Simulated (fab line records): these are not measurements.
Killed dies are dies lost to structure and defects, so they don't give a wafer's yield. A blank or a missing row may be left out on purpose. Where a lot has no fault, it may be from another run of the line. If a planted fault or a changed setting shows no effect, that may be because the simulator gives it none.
fab line records	flow n5_finfet
[record] lots = 24	wafers = 72	last_day = 18
route steps=1938 shown SDB@357 HKMG_FIN@431 GATE_CUT@468
lots that met no fault: taken from a fault-free run of the same line
start_h: hours from the record's first day to the start of the lot's first wafer shown	wait_h: hours since the lot's step before	" repeats the value in the row above	L1.1+2: a row that stands for several wafers	- value missing, or start not given	* or withheld: withheld	< > ~ a bound
route shown NAME@n: names a module that has steps shown in the file, with the first one's number in the route	usual: the fault-free wafers' mean and standard deviation	same: alike in all rows	chamber/n: place in a boat	sites: each site's reading	_std_site: the values' standard deviation	_edge_site: inner sites' mean taken away from outer sites' mean	radius_mm: for every site, how far away it sits from the centre of the wafer	mask NAME#n: copy n	behind: the last tool/chamber to shape the wafer	hold: why the lot was held/for how many hours/how that ended	device: the n, p or np transistor that did not switch	end of line: the same wafers' tests at the end of the route	a step without rows: its recipe alone	killed: at the first sort, the dies lost to defects and structure; wafer yield is something else	map: dies across one wafer; x = killed, . = not, _ = none there
set.NAME: the setting as run; set.NAME@STEP: as run at that earlier step	model.NAME: the simulator's own value behind a step, which no gauge read
the route's steps for a sample of lots (tables are steps, rows are wafers)
services: a tool's chamber out of use, with start hour (start_h, from the record's first day; less than 0 if before it), hours out, and reason
[[steps]]
[step N5_SDB_OVL_MEAS_12]
[recipe] points_per_wafer = 44
[usual] SDB_OVL = 0.6/0.78
lot.wafer	tool	chamber	start_h	wait_h	SDB_OVL[nm]
L074.2	overlay-02	0	66.49	0.0	-0.5
L074.3	"	0	"	"	0.2
L074.4	"	0	"	"	-0.6
L076.1	overlay-01	0	76.34	0.0	0.1
L076.2	"	0	"	"	-0.2
L076.4	"	0	"	"	0.9
L075.3	overlay-02	0	76.51	0.0	0.8
L075.4	"	0	"	"	0.3
L075.5	"	0	"	"	0.6
L077.1	overlay-01	0	84.73	0.0	-0.5
L077.4	"	0	"	"	0.2
L077.6	"	0	"	"	-1.1
L078.3	overlay-01	0	89.04	0.0	0.4
L078.5	"	0	"	"	0.5
L078.6	"	0	"	"	1.4
L079.1	overlay-02	0	98.76	0.0	2.3
L079.2	"	0	"	"	0.4
L079.6	"	0	"	"	0.3
L081.2	overlay-02	0	111.14	0.0	-0.3
L081.4	"	0	"	"	-1.2
L081.5	"	0	"	"	0.4
L080.1	overlay-02	0	112.57	0.0	0.9
L080.2	"	0	"	"	1.7
L080.4	"	0	"	"	0.4
L082.4	overlay-01	0	118.26	0.0	0.5
L082.5	"	0	"	"	-0.1
L082.6	"	0	"	"	1.1
L083.1	overlay-02	0	121.57	0.0	0.8
L083.2	"	0	"	"	0.8
L083.6	"	0	"	"	0.6
L084.3	overlay-01	0	129.30	0.0	0.3
L084.5	"	0	"	"	0.7
L084.6	"	0	"	"	0.5
L085.1	overlay-01	0	136.90	0.0	1.7
L085.3	"	0	"	"	2.1
L085.5	"	0	"	"	0.5
L086.1	overlay-02	0	139.92	0.0	-0.6
L086.2	"	0	"	"	-1.1
L086.3	"	0	"	"	-0.8
L088.1	overlay-02	0	148.18	0.0	1.1
L088.4	"	0	"	"	1.1
L088.5	"	0	"	"	0.4
L087.1	overlay-02	0	150.41	0.0	0.7
L087.3	"	0	"	"	-0.6
L087.4	"	0	"	"	1.2
L089.3	overlay-02	0	156.50	0.0	0.4
L089.5	"	0	"	"	2.4
L089.6	"	0	"	"	1.3
L090.3	overlay-01	0	160.87	0.0	1.0
L090.4	"	0	"	"	0.6
L090.6	"	0	"	"	0.3
L091.2	overlay-02	0	168.25	0.0	-0.2
L091.3	"	0	"	"	0.2
L091.6	"	0	"	"	1.4
L092.2	overlay-02	0	171.23	0.0	0.6
L092.3	"	0	"	"	0.3
L092.4	"	0	"	"	-0.2
L093.1	overlay-01	0	180.16	0.0	1.8
L093.2	"	0	"	"	1.5
L093.4	"	0	"	"	0.8
L094.1	overlay-02	0	187.31	0.0	0.3
L094.2	"	0	"	"	0.8
L094.4	"	0	"	"	0.9
L095.2	overlay-01	0	193.36	0.0	1.6
L095.3	"	0	"	"	0.0
L095.4	"	0	"	"	2.0
L096.3	overlay-02	0	199.86	0.0	1.8
L096.5	"	0	"	"	1.6
L096.6	"	0	"	"	1.4
L097.1	overlay-02	0	205.38	0.0	-0.3
L097.4	"	0	"	"	-0.8
L097.5	"	0	"	"	1.5
[step N5_HKMG_FIN_OVL_MEAS_13]
[recipe] points_per_wafer = 44
[usual] NWFM_OVL = 0.9/0.73
lot.wafer	tool	chamber	start_h	wait_h	NWFM_OVL[nm]
L074.2	overlay-01	0	75.90	0.0	1.3
L074.3	"	0	"	"	0.7
L074.4	"	0	"	"	1.6
L076.1	overlay-02	0	85.99	0.0	1.3
L076.2	"	0	"	"	0.1
L076.4	"	0	"	"	1.4
L075.3	overlay-02	0	86.22	0.0	1.5
L075.4	"	0	"	"	1.4
L075.5	"	0	"	"	1.4
L077.1	overlay-02	0	93.83	0.0	0.6
L077.4	"	0	"	"	1.6
L077.6	"	0	"	"	2.1
L078.3	overlay-02	0	98.39	0.0	-0.1
L078.5	"	0	"	"	1.3
L078.6	"	0	"	"	0.1
L079.1	overlay-02	0	108.32	0.0	-0.3
L079.2	"	0	"	"	-0.3
L079.6	"	0	"	"	-0.2
L081.2	overlay-01	0	120.13	0.0	1.6
L081.4	"	0	"	"	0.7
L081.5	"	0	"	"	1.7
L080.1	overlay-02	0	121.91	0.0	0.9
L080.2	"	0	"	"	0.3
L080.4	"	0	"	"	1.0
L082.4	overlay-01	0	127.91	0.0	0.0
L082.5	"	0	"	"	1.5
L082.6	"	0	"	"	0.9
L083.1	overlay-01	0	130.45	0.0	1.4
L083.2	"	0	"	"	1.5
L083.6	"	0	"	"	0.2
L084.3	overlay-01	0	139.92	0.0	0.0
L084.5	"	0	"	"	0.6
L084.6	"	0	"	"	1.9
L085.1	overlay-02	0	146.08	0.0	-0.2
L085.3	"	0	"	"	0.4
L085.5	"	0	"	"	-0.1
L086.1	overlay-02	0	148.96	0.0	0.8
L086.2	"	0	"	"	1.2
L086.3	"	0	"	"	0.9
L088.1	overlay-02	0	157.17	0.0	0.9
L088.4	"	0	"	"	0.6
L088.5	"	0	"	"	1.4
L087.1	overlay-02	0	159.73	0.0	1.0
L087.3	"	0	"	"	1.0
L087.4	"	0	"	"	0.3
L089.3	overlay-02	0	165.59	0.0	0.0
L089.5	"	0	"	"	0.2
L089.6	"	0	"	"	0.0
L090.3	overlay-01	0	170.76	0.0	1.3
L090.4	"	0	"	"	-0.3
L090.6	"	0	"	"	0.1
L091.2	overlay-02	0	179.04	0.0	0.8
L091.3	"	0	"	"	0.8
L091.6	"	0	"	"	0.6
L092.2	overlay-02	0	181.00	0.0	0.2
L092.3	"	0	"	"	0.3
L092.4	"	0	"	"	1.9
L093.1	overlay-02	0	189.57	0.0	1.0
L093.2	"	0	"	"	1.8
L093.4	"	0	"	"	2.1
L094.1	overlay-01	0	197.97	0.0	0.0
L094.2	"	0	"	"	0.7
L094.4	"	0	"	"	0.0
L095.2	overlay-02	0	202.55	0.0	1.1
L095.3	"	0	"	"	3.0
L095.4	"	0	"	"	1.2
L096.3	overlay-01	0	209.85	0.0	0.3
L096.5	"	0	"	"	0.6
L096.6	"	0	"	"	1.4
L097.1	overlay-01	0	215.11	0.0	2.0
L097.4	"	0	"	"	0.5
L097.5	"	0	"	"	1.6
[step N5_HKMG_FIN_ALD_91]
[recipe] material = TiN	target_thk_a = 10	temp_c = 400	ald_precursor_family = TiCl4	ald_co_reactant = NH3	pulse_time_s = 1	purge_time_s = 3	co_reactant_purge_time_s = 2	co_reactant_pulse_time_s = 2	ald_cycles = 47	pressure_torr = 3
[usual] heater_power_w = 880/70	precursor_pulse_height_rel = 0.996/0.018
[same] co_reactant_pulse_time_s = 2
lot.wafer	tool	chamber	start_h	wait_h	heater_power_w	precursor_pulse_height_rel
L074.2	ald_metal-02	3	76.95	0.3	880	0.989
L074.3	"	2	"	"	818	1.027
L074.4	"	1	"	"	904	1.023
L076.1	ald_metal-01	2	87.04	0.3	932	1.008
L076.2	"	0	"	"	1005	1.013
L076.4	"	3	"	"	821	0.985
L075.3	ald_metal-02	3	87.55	0.1	892	0.977
L075.4	"	1	"	"	902	1.002
L075.5	"	3	"	"	902	1.001
L077.1	ald_metal-01	2	94.86	0.3	930	0.992
L077.4	"	3	"	"	844	0.992
L077.6	"	2	"	"	936	1.038
L078.3	ald_metal-02	1	99.43	0.1	899	0.946
L078.5	"	1	"	"	908	1.007
L078.6	"	0	"	"	774	1.011
L079.1	ald_metal-01	3	109.36	0.3	849	0.989
L079.2	"	1	"	"	917	1.007
L079.6	"	1	"	"	905	0.976
L081.2	ald_metal-04	2	121.46	0.3	1013	0.989
L081.4	"	0	"	"	831	0.995
L081.5	"	2	"	"	1054	0.990
L080.1	ald_metal-01	2	122.95	0.3	946	0.990
L080.2	"	1	"	"	897	1.037
L080.4	"	3	"	"	820	0.992
L082.4	ald_metal-04	3	128.95	0.1	844	0.981
L082.5	"	2	"	"	977	1.004
L082.6	"	3	"	"	854	1.018
L083.1	ald_metal-02	1	131.79	0.3	891	0.976
L083.2	"	0	"	"	783	1.001
L083.6	"	3	"	"	871	0.966
L084.3	ald_metal-04	1	141.02	0.1	821	0.993
L084.5	"	2	"	"	1035	0.970
L084.6	"	3	"	"	823	0.979
L085.1	ald_metal-01	0	147.25	0.3	952	0.992
L085.3	"	1	"	"	922	0.973
L085.5	"	3	"	"	816	0.971
L086.1	ald_metal-04	3	150.00	0.3	858	0.993
L086.2	"	1	"	"	817	0.998
L086.3	"	2	"	"	1023	0.996
L088.1	ald_metal-04	1	158.23	0.3	826	1.002
L088.4	"	0	"	"	815	1.011
L088.5	"	3	"	"	881	0.958
L087.1	ald_metal-01	3	160.77	0.3	836	0.967
L087.3	"	2	"	"	934	0.995
L087.4	"	1	"	"	881	1.006
L089.3	ald_metal-04	0	167.12	0.1	833	0.999
L089.5	"	0	"	"	823	1.010
L089.6	"	1	"	"	839	1.017
L090.3	ald_metal-04	1	171.80	0.1	833	1.002
L090.4	"	2	"	"	1026	0.985
L090.6	"	3	"	"	863	0.996
L091.2	ald_metal-02	3	180.08	0.3	880	0.977
L091.3	"	1	"	"	876	0.987
L091.6	"	2	"	"	812	0.998
L092.2	ald_metal-04	1	182.08	0.3	856	1.016
L092.3	"	3	"	"	864	0.970
L092.4	"	2	"	"	1012	0.976
L093.1	ald_metal-04	2	190.62	0.3	1018	1.008
L093.2	"	3	"	"	866	0.967
L093.4	"	0	"	"	834	1.002
L094.1	ald_metal-02	0	199.00	0.3	775	1.026
L094.2	"	1	"	"	866	1.014
L094.4	"	3	"	"	895	0.992
L095.2	ald_metal-02	2	203.59	0.3	812	1.012
L095.3	"	1	"	"	879	0.984
L095.4	"	3	"	"	899	0.998
L096.3	ald_metal-02	1	210.89	0.1	919	0.963
L096.5	"	1	"	"	886	0.996
L096.6	"	2	"	"	841	1.007
L097.1	ald_metal-04	1	216.15	0.3	836	1.001
L097.4	"	3	"	"	874	0.969
L097.5	"	2	"	"	1042	0.980
[step N5_GATE_CUT_VAPOR_ETCH_60]
[recipe] chemistry = BCl3/Cl2	target = HfO2	mode = isotropic
[usual] drypump_motor_current_A = 5.5/0.64	oes_product_au = 0.85/0.062
lot.wafer	tool	chamber	start_h	wait_h	drypump_motor_current_A	oes_product_au
L074.2	rie_metal-01	0	80.89	0.0	6.1	0.86
L074.3	"	0	"	"	6.1	0.87
L074.4	"	1	"	"	5.0	0.76
L076.1	rie_metal-01	0	90.96	0.0	6.1	0.86
L076.2	"	1	"	"	5.0	0.77
L076.4	"	1	"	"	5.0	0.76
L075.3	rie_metal-03	0	91.55	0.0	4.7	0.96
L075.4	"	1	"	"	6.2	0.85
L075.5	"	1	"	"	6.2	0.86
L077.1	rie_metal-01	1	99.04	0.0	5.0	0.77
L077.4	"	1	"	"	5.0	0.76
L077.6	"	0	"	"	6.2	0.86
L078.3	rie_metal-02	0	103.11	0.0	6.0	0.79
L078.5	"	0	"	"	6.0	0.79
L078.6	"	1	"	"	5.2	0.94
L079.1	rie_metal-02	1	113.15	0.0	5.2	0.93
L079.2	"	0	"	"	6.1	0.79
L079.6	"	1	"	"	5.2	0.92
L081.2	rie_metal-03	1	125.14	0.0	6.2	0.85
L081.4	"	1	"	"	6.2	0.84
L081.5	"	0	"	"	4.7	0.94
L080.1	rie_metal-03	0	126.78	0.0	4.7	0.94
L080.2	"	1	"	"	6.2	0.85
L080.4	"	1	"	"	6.2	0.85
L082.4	rie_metal-03	1	133.23	0.0	6.2	0.84
L082.5	"	0	"	"	4.7	0.94
L082.6	"	1	"	"	6.2	0.85
L083.1	rie_metal-01	1	135.84	0.0	5.0	0.75
L083.2	"	0	"	"	6.1	0.84
L083.6	"	0	"	"	6.1	0.83
L084.3	rie_metal-01	0	144.86	0.0	6.2	0.84
L084.5	"	1	"	"	5.0	0.75
L084.6	"	0	"	"	6.1	0.83
L085.1	rie_metal-03	0	151.45	0.0	4.7	0.94
L085.3	"	0	"	"	4.7	0.93
L085.5	"	1	"	"	6.2	0.84
L086.1	rie_metal-02	1	153.75	0.0	5.2	0.90
L086.2	"	0	"	"	6.0	0.77
L086.3	"	0	"	"	6.1	0.77
L088.1	rie_metal-02	0	161.90	0.0	6.0	0.77
L088.4	"	1	"	"	5.2	0.89
L088.5	"	0	"	"	6.0	0.77
L087.1	rie_metal-02	0	164.88	0.0	6.0	0.77
L087.3	"	0	"	"	6.1	0.76
L087.4	"	1	"	"	5.2	0.88
L089.3	rie_metal-03	0	170.85	0.0	4.7	0.91
L089.5	"	1	"	"	6.2	0.83
L089.6	"	0	"	"	4.7	0.91
L090.3	rie_metal-03	0	175.49	0.0	4.7	0.90
L090.4	"	1	"	"	6.2	0.83
L090.6	"	1	"	"	6.2	0.83
L091.2	rie_metal-03	1	183.96	0.0	6.2	0.82
L091.3	"	1	"	"	6.2	0.82
L091.6	"	1	"	"	6.2	0.83
L092.2	rie_metal-03	0	185.80	0.0	4.7	0.90
L092.3	"	0	"	"	4.7	0.91
L092.4	"	1	"	"	6.2	0.82
L093.1	rie_metal-03	1	194.37	0.0	6.1	0.81
L093.2	"	0	"	"	4.7	0.88
L093.4	"	1	"	"	6.2	0.82
L094.1	rie_metal-03	1	202.68	0.0	6.2	0.83
L094.2	"	0	"	"	4.7	0.89
L094.4	"	1	"	"	6.2	0.82
L095.2	rie_metal-01	1	207.28	0.0	5.0	0.74
L095.3	"	0	"	"	6.2	0.82
L095.4	"	1	"	"	5.0	0.74
L096.3	rie_metal-03	0	214.58	0.0	4.7	0.90
L096.5	"	0	"	"	4.7	0.89
L096.6	"	1	"	"	6.2	0.81
L097.1	rie_metal-01	1	219.82	0.0	5.0	0.74
L097.4	"	0	"	"	6.2	0.82
L097.5	"	1	"	"	5.0	0.73
[step N5_GATE_CUT_CMP_02]
[recipe] stop_on = SiO2	t_overpolish_s = 12.7	post_cmp_clean = alkaline_brush	down_force_psi = 2.5	platen_rpm = 51.8	pad_velocity_m_s = 1.0307	target_thk_nm = 0
[usual] motor_current_A = 8.9/0.8	overpolish_run_s = 12.700/0.0088	retaining_ring_pressure_frac = 0.999/0.0049	time_to_endpoint_s = 25.4/2.8
lot.wafer	tool	chamber	start_h	wait_h	motor_current_A	overpolish_run_s	retaining_ring_pressure_frac	time_to_endpoint_s
L074.4	cmp-04	1	83.83	0.1	8.2	12.690	0.997	29.0
L074.2	"	2	"	"	9.0	12.701	0.995	28.8
L074.3	"	3	"	"	8.7	12.703	1.004	23.5
L076.1	cmp-02	2	94.30	0.1	7.8	12.705	0.999	30.0
L076.2	"	3	"	"	8.0	12.694	1.010	31.3
L076.4	"	0	"	"	8.7	12.697	1.000	30.1
L075.3	cmp-04	3	95.51	0.1	8.9	12.697	1.003	25.2
L075.4	"	0	"	"	10.9	12.709	1.001	23.9
L075.5	"	2	"	"	8.8	12.695	1.004	27.2
L077.4	cmp-02	1	101.97	0.1	7.8	12.693	0.985	28.1
L077.1	"	2	"	"	7.9	12.697	0.998	24.1
L077.6	"	3	"	"	7.7	12.715	0.999	28.9
L078.3	cmp-04	3	105.87	0.2	8.6	12.709	0.995	21.8
L078.6	"	1	"	"	8.4	12.686	1.011	25.3
L078.5	"	2	"	"	9.2	12.696	1.005	25.3
L079.1	cmp-04	2	115.86	0.1	9.0	12.698	1.004	25.2
L079.2	"	0	"	"	10.2	12.707	0.998	23.1
L079.6	"	1	"	"	8.7	12.703	1.003	24.9
L081.2	cmp-04	2	127.84	0.1	8.7	12.711	1.002	28.0
L081.4	"	1	"	"	8.7	12.699	1.006	26.2
L081.5	"	3	"	"	8.9	12.701	1.002	26.1
L080.2	cmp-01	1	129.45	0.1	8.6	12.715	1.001	21.8
L080.4	"	2	"	"	9.3	12.705	1.013	24.2
L080.1	"	3	"	"	9.5	12.701	0.996	25.6
L082.4	cmp-04	3	135.97	0.1	8.7	12.708	0.998	21.4
L082.6	"	2	"	"	8.8	12.693	1.010	25.3
L082.5	"	3	"	"	8.4	12.675	1.003	21.2
L083.1	cmp-04	3	138.59	0.1	8.9	12.718	1.001	23.9
L083.2	"	2	"	"	8.9	12.707	1.004	23.6
L083.6	"	3	"	"	8.7	12.707	0.991	22.8
L084.3	cmp-04	0	147.50	0.1	10.3	12.699	1.005	22.9
L084.5	"	0	"	"	10.1	12.698	0.994	23.5
L084.6	"	1	"	"	8.6	12.691	0.997	27.7
L085.3	cmp-01	1	154.27	0.1	8.9	12.709	0.993	21.3
L085.1	"	3	"	"	8.7	12.715	0.998	26.3
L085.5	"	1	"	"	9.0	12.685	0.991	20.2
L086.1	cmp-02	0	156.41	0.1	8.5	12.700	0.993	31.7
L086.3	"	1	"	"	8.3	12.700	1.001	30.3
L086.2	"	2	"	"	7.8	12.699	0.998	28.1
L088.1	cmp-04	3	164.56	0.1	9.0	12.696	1.003	21.1
L088.4	"	0	"	"	10.3	12.708	0.998	23.3
L088.5	"	3	"	"	8.8	12.691	1.000	22.6
L087.4	cmp-01	0	167.76	0.3	7.9	12.701	1.001	25.4
L087.1	"	1	"	"	8.9	12.713	1.000	23.9
L087.3	"	2	"	"	9.7	12.696	1.005	26.2
L089.3	cmp-04	3	173.70	0.1	8.5	12.691	0.999	23.1
L089.6	"	2	"	"	9.1	12.704	1.001	26.7
L089.5	"	3	"	"	8.5	12.691	1.000	22.1
L090.4	cmp-01	3	178.12	0.0	10.1	12.716	0.991	29.9
L090.3	"	0	"	"	8.2	12.696	0.996	23.6
L090.6	"	3	"	"	9.6	12.699	0.996	28.3
L091.2	cmp-04	0	188.90	0.1	10.3	12.703	0.994	25.7
L091.3	"	2	"	"	8.9	12.719	1.002	27.5
L091.6	"	0	"	"	10.5	12.705	0.992	25.0
L092.3	cmp-04	3	190.32	0.1	8.6	12.687	0.994	22.7
L092.2	"	1	"	"	8.3	12.692	1.004	25.5
L092.4	"	2	"	"	9.1	12.702	0.995	26.3
L093.4	cmp-01	2	197.16	0.2	10.4	12.701	0.994	23.9
L093.1	"	3	"	"	9.4	12.688	0.999	26.1
L093.2	"	1	"	"	8.9	12.703	1.006	21.9
L094.4	cmp-02	3	205.70	0.2	8.0	12.698	1.005	28.6
L094.2	"	0	"	"	8.7	12.698	0.999	29.9
L094.1	"	1	"	"	8.3	12.698	1.006	30.8
L095.3	cmp-01	1	210.05	0.1	9.1	12.715	0.996	21.3
L095.2	"	3	"	"	10.2	12.701	0.999	24.9
L095.4	"	0	"	"	8.0	12.705	0.998	26.5
L096.3	cmp-02	3	217.45	0.1	7.8	12.693	1.003	26.8
L096.6	"	1	"	"	8.0	12.700	1.002	23.1
L096.5	"	2	"	"	8.1	12.702	0.998	24.3
L097.1	cmp-04	2	222.51	0.1	9.1	12.703	1.002	26.4
L097.4	"	1	"	"	7.6	12.711	0.991	25.1
L097.5	"	2	"	"	9.0	12.696	1.002	28.7
[step N5_GATE_CUT_DESCUM_18]
[recipe] chemistry = O2	time_s = 7	source_power_w = 50	bias_power_w = 20	pressure_mtorr = 20	rf_frequency_hz = 2.712e+07	temp_c = 40	resist = CAR-EUV	o2_flow_sccm = 225
[usual] bias_power_w = 20.00/0.061	drypump_motor_current_A = 5.8/0.48	oes_product_au = 0.79/0.093	rf_vpp_V = 242.6/1	showerhead_plenum_p_Torr = 2.06/0.053	throttle_valve_pct = 20.52/0.28
[same] time_s = 7
lot.wafer	tool	chamber	start_h	wait_h	bias_power_w	drypump_motor_current_A	oes_product_au	rf_hours_counter_h	rf_vpp_V	showerhead_plenum_p_Torr	throttle_valve_pct
L074.2	rie_diel-06	0	84.71	0.0	19.96	6.2	0.92	18	243.5	2.05	20.04
L074.3	"	3	"	"	20.00	5.0	0.78	141	242.4	2.00	20.37
L074.4	"	3	"	"	19.95	5.0	0.78	-	242.6	2.00	20.39
L076.1	rie_diel-01	1	95.18	0.0	19.99	5.9	0.91	35	242.5	2.02	20.04
L076.2	"	3	"	"	19.95	6.7	0.76	129	244.1	2.11	20.44
L076.4	"	2	"	"	20.05	6.0	0.66	233	241.4	2.07	20.84
L075.3	rie_diel-03	3	96.39	0.0	19.97	5.0	0.73	184	241.3	1.98	20.40
L075.4	"	2	"	"	20.03	5.6	0.73	164	243.4	2.09	20.81
L075.5	"	2	"	"	20.05	5.6	0.73	-	242.4	2.09	20.83
L077.1	rie_diel-06	1	103.32	0.5	20.00	5.3	0.73	185	241.7	1.98	20.11
L077.4	"	2	"	"	19.95	5.8	0.76	158	241.8	2.11	20.77
L077.6	"	3	"	"	19.91	5.0	0.78	-	240.7	1.99	20.38
L078.3	rie_diel-01	2	106.71	0.0	19.97	6.1	0.66	237	243.5	2.07	20.85
L078.5	"	2	"	"	19.96	6.1	0.66	-	242.2	2.07	20.83
L078.6	"	1	"	"	20.03	5.9	0.91	-	243.3	2.02	20.04
L079.1	rie_diel-06	3	116.74	0.0	20.01	5.0	0.76	152	241.6	1.99	20.41
L079.2	"	1	"	"	20.00	5.3	0.73	189	240.8	1.98	20.12
L079.6	"	0	"	"	19.96	6.2	0.89	-	241.6	2.04	20.07
L081.2	rie_diel-01	3	128.75	0.0	20.10	6.7	0.75	140	245.6	2.11	20.46
L081.4	"	2	"	"	20.03	6.0	0.65	-	242.6	2.07	20.85
L081.5	"	3	"	"	20.07	6.7	0.76	-	242.2	2.11	20.47
L080.1	rie_diel-03	2	130.21	0.0	20.00	5.6	0.73	175	241.3	2.09	20.83
L080.2	"	0	"	"	19.97	6.0	0.95	13	243.3	2.17	20.61
L080.4	"	1	"	"	20.00	5.6	0.69	217	243.0	2.05	20.85
L082.4	rie_diel-03	2	137.48	0.8	19.95	5.6	0.72	177	243.0	2.09	20.84
L082.5	"	1	"	"	20.03	5.6	0.68	-	244.9	2.05	20.81
L082.6	"	2	"	"	19.94	5.6	0.72	-	243.2	2.09	20.82
L083.1	rie_diel-03	3	139.66	0.2	20.07	5.0	0.72	199	240.1	1.98	20.43
L083.2	"	0	"	"	19.99	6.0	0.94	16	244.0	2.17	20.62
L083.6	"	3	"	"	20.11	4.9	0.73	-	242.6	1.98	20.41
L084.3	rie_diel-01	1	148.56	0.2	20.06	5.8	0.88	53	242.3	2.02	20.07
L084.5	"	1	"	"	20.01	5.9	0.89	-	241.4	2.02	20.05
L084.6	"	0	"	"	19.91	6.1	0.96	-	242.3	2.08	20.45
L085.1	rie_diel-03	1	155.14	0.0	20.01	5.7	0.69	224	243.0	2.05	20.84
L085.3	"	3	"	"	19.91	5.0	0.72	204	240.3	1.98	20.44
L085.5	"	3	"	"	19.98	5.0	0.73	-	241.6	1.98	20.45
L086.1	rie_diel-03	3	157.20	0.0	19.99	5.0	0.73	204	241.9	1.98	20.43
L086.2	"	2	"	"	20.08	5.6	0.72	184	243.2	2.08	20.83
L086.3	"	0	"	"	20.01	6.0	0.94	21	243.8	2.16	20.62
L088.1	rie_diel-03	3	165.35	0.0	20.01	5.0	0.72	207	241.8	1.98	20.43
L088.4	"	0	"	"	20.08	6.0	0.93	24	243.5	2.16	20.64
L088.5	"	1	"	"	19.98	5.7	0.68	-	242.8	2.05	20.85
L087.1	rie_diel-03	2	168.55	0.0	20.00	5.6	0.72	187	242.4	2.08	20.86
L087.3	"	1	"	"	19.89	5.6	0.68	229	243.8	2.05	20.84
L087.4	"	2	"	"	19.95	5.6	0.72	-	244.1	2.08	20.85
L089.3	rie_diel-01	2	174.45	0.0	19.94	6.0	0.94	7	242.7	2.07	20.54
L089.5	"	1	"	"	19.99	5.9	0.86	-	243.6	2.01	20.07
L089.6	"	2	"	"	20.05	6.1	0.95	-	242.7	2.07	20.56
L090.3	rie_diel-06	1	179.52	0.5	20.20	5.3	0.72	207	240.0	1.97	20.16
L090.4	"	3	"	"	19.97	5.0	0.74	172	242.4	1.98	20.43
L090.6	"	0	"	"	20.05	6.2	0.87	-	242.2	2.04	20.10
L091.2	rie_diel-01	3	189.69	0.0	19.95	6.6	0.74	157	241.6	2.10	20.48
L091.3	"	0	"	"	20.06	6.1	0.92	20	243.7	2.07	20.49
L091.6	"	0	"	"	19.99	6.1	0.92	-	242.4	2.07	20.49
L092.2	rie_diel-03	0	191.38	0.2	20.00	6.0	0.92	31	243.7	2.16	20.64
L092.3	"	2	"	"	20.00	5.6	0.72	192	243.1	2.08	20.84
L092.4	"	1	"	"	19.94	5.7	0.68	234	242.0	2.05	20.86
L093.1	rie_diel-03	0	197.95	0.0	20.01	6.0	0.91	33	244.3	2.16	20.65
L093.2	"	2	"	"	20.06	5.6	0.72	195	242.5	2.08	20.87
L093.4	"	1	"	"	20.11	5.7	0.67	237	243.5	2.04	20.87
L094.1	rie_diel-01	2	206.45	0.0	19.90	6.1	0.91	16	242.4	2.06	20.55
L094.2	"	0	"	"	20.15	6.1	0.92	24	243.5	2.07	20.49
L094.4	"	3	"	"	19.95	6.7	0.74	161	241.7	2.10	20.49
L095.2	rie_diel-06	3	210.84	0.0	19.98	5.0	0.74	179	241.7	1.98	20.45
L095.3	"	2	"	"	20.01	5.8	0.74	186	241.9	2.10	20.84
L095.4	"	0	"	"	20.09	6.2	0.84	56	242.6	2.03	20.10
L096.3	rie_diel-01	1	218.31	0.0	19.94	5.9	0.86	77	242.2	2.01	20.09
L096.5	"	1	"	"	20.02	5.9	0.86	-	243.7	2.01	20.11
L096.6	"	0	"	"	19.99	6.1	0.90	-	242.8	2.07	20.48
L097.1	rie_diel-06	0	223.32	0.0	19.98	6.2	0.84	60	243.3	2.03	20.12
L097.4	"	2	"	"	19.88	5.8	0.73	-	243.8	2.10	20.84
L097.5	"	0	"	"	20.03	6.2	0.85	-	242.1	2.03	20.10
[[services]]
tool	chamber	start_h	hours	kind
ald_metal-02	-	53.55	0.4	repair
rie_diel-01	2	60.91	23.0	repair
rie_diel-01	-	62.44	2.8	pm
ald_metal-04	1	64.09	4.9	repair
cmp-04	-	64.43	0.9	repair
rie_diel-06	1	71.21	24.2	repair
ald_metal-02	-	81.83	0.4	repair
cmp-04	-	97.16	2.1	repair
cmp-01	-	99.22	3.3	repair
rie_diel-03	1	103.40	9.8	repair
ald_metal-02	0	113.42	16.1	repair
cmp-04	-	122.84	4.0	pm
cmp-04	-	155.45	0.7	repair
rie_diel-01	3	161.64	11.6	repair
ald_metal-02	2	165.51	13.3	repair
rie_diel-03	3	167.69	6.6	repair
cmp-04	-	181.53	0.9	repair
ald_metal-02	3	190.10	6.9	repair
cmp-04	-	197.17	5.3	pm
ald_metal-04	-	204.05	1.2	repair
ald_metal-02	-	208.27	0.6	repair
ald_metal-04	-	208.64	6.0	pm
cmp-04	-	219.11	0.3	repair
rie_diel-03	3	222.21	10.9	repair
[[key]]
fault none
